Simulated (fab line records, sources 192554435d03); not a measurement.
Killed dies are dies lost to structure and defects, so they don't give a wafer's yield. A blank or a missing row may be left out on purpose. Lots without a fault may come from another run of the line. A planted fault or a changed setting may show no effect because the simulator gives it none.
Split-lot experiment | flow n5_finfet | 7 lots, 21 wafers read, on a route of 1938 steps

THE SPLIT
At N5_PMOS_HMC_CHANNEL_EPI_COAT_31 (time 60 s, resist thk 66 nm), the setting spin_rpm was moved away from the recipe's 1500 rpm on 10 of the 21 wafers read, by -9.4% to +10.3%. The other wafers ran this setting at the recipe's value.

FROM THE SPLIT TO THE READING: what the file shows between them, 4 steps
- N5_PMOS_HMC_CHANNEL_EPI_PEB_07: peb time 60 s (also split here: peb_temp_c)
- N5_PMOS_HMC_CHANNEL_EPI_DEVELOP_08: develop time 30 s
- N5_PMOS_HMC_CHANNEL_EPI_CD_MEAS_09: target cd 237.4 nm
- N5_PMOS_HMC_CHANNEL_EPI_DESCUM_14: chemistry O2, time 7.9 s

THE READING
etch.depth_nm (the simulator's own value, which no gauge read), in nm, at N5_PMOS_HMC_CHANNEL_EPI_ETCH_32 (etches BARC in N2/H2, stops on SiO2, target depth 85.8 nm, time 50.3 s). The file gives no usual value for it. The 11 wafers here that ran the recipe average 66.09 nm, standard deviation 0.12 nm.

wafer  | tool, chamber at the split | spin_rpm as run, rpm | against the recipe | etch.depth_nm, nm | against lot-mates on the recipe
L074.2 | litho_track-04, 0          | 1500                 | recipe             | 66.18             | -
L074.4 | litho_track-04, 0          | 1500                 | recipe             | 66.2              | -
L074.6 | litho_track-04, 0          | 1500                 | recipe             | 66.01             | -
L075.2 | litho_track-03, 0          | 1438                 | -4.1%              | 67.56             | +1.67
L075.5 | litho_track-03, 0          | 1500                 | recipe             | 65.89             | -
L075.6 | litho_track-03, 0          | 1438                 | -4.1%              | 67.41             | +1.52
L080.1 | litho_track-01, 0          | 1610                 | +7.3%              | 63.81             | -2.30
L080.4 | litho_track-01, 0          | 1500                 | recipe             | 66.11             | -
L080.5 | litho_track-01, 0          | 1610                 | +7.3%              | 63.92             | -2.19
L086.2 | litho_track-04, 0          | 1581                 | +5.4%              | 64.41             | -1.84
L086.4 | litho_track-04, 0          | 1500                 | recipe             | 66.25             | -
L086.5 | litho_track-04, 0          | 1581                 | +5.4%              | 64.36             | -1.89
L087.1 | litho_track-04, 0          | 1500                 | recipe             | 65.9              | -
L087.2 | litho_track-04, 0          | 1545                 | +3.0%              | 64.95             | -1.00
L087.6 | litho_track-04, 0          | 1500                 | recipe             | 66                | -
L095.1 | litho_track-03, 0          | 1359                 | -9.4%              | 69.61             | +3.48
L095.2 | litho_track-03, 0          | 1500                 | recipe             | 66.07             | -
L095.4 | litho_track-03, 0          | 1500                 | recipe             | 66.19             | -
L096.1 | litho_track-04, 0          | 1655                 | +10.3%             | 63.16             | -3.02
L096.2 | litho_track-04, 0          | 1500                 | recipe             | 66.18             | -
L096.4 | litho_track-04, 0          | 1655                 | +10.3%             | 63.03             | -3.15

THE FIT
A straight line over all 21 wafers: etch.depth_nm changes by -0.319 nm for each +1% of spin_rpm; r = -0.99; the points scatter about the line by 0.18 nm.
The same after taking each lot's own level away (the mean of its wafers on the recipe; 21 wafers): -0.329 nm for each +1%; r = -1.00; scatter 0.16 nm.
On that fit, the largest move of spin_rpm shifts the reading by 3.4 nm.
The lots' own levels span 65.890 to 66.250 nm, that is 3.0 times the standard deviation above.
So the lot-to-lot level changes the slope little: the two slopes agree.
Check: with one of the wafers moved furthest among these (+10.3%) left out of the fit, the line predicts -3.41 nm for it against its lot-mates. It came out at -3.02 nm against them.

OTHER SPLITS ON THESE WAFERS
These wafers also went through other splits before the reading. Each is held against what the fit with the lots' levels taken away leaves over:
other split on the same wafers            | wafers away from the commonest value | r with etch.depth_nm (lot level and that fit taken away)
N5_WELL_APT_EXPOSE_05 dose_mj             | 7                                    | +0.23
N5_WELL_APT_DEVELOP_07 develop_time_s     | 7                                    | +0.00
N5_PMOS_HMC_CHANNEL_EPI_PEB_07 peb_temp_c | 4                                    | +0.18

THE WHOLE CHAIN: every reading that the file lists as answering this split, in the file's order
step                            | what it does                                                           | reading                                                                                      | change (the file's fit)               | r (the file's)
N5_PMOS_HMC_CHANNEL_EPI_COAT_31 | time 60 s, resist thk 66 nm                                            | BARC_of_PMOS_HMC_CHANNEL_EPI_COAT_31.thk_nm (the simulator's own value, which no gauge read) | -0.331 nm for each +1% of the setting | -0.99
N5_PMOS_HMC_CHANNEL_EPI_ETCH_32 | etches BARC in N2/H2, stops on SiO2, target depth 85.8 nm, time 50.3 s | etch.depth_nm (the simulator's own value, which no gauge read)                               | -0.331 nm for each +1% of the setting | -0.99

THE FILE'S OWN FIT
etch.depth_nm changes by -0.331 nm for each +1% of spin_rpm, r = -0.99.
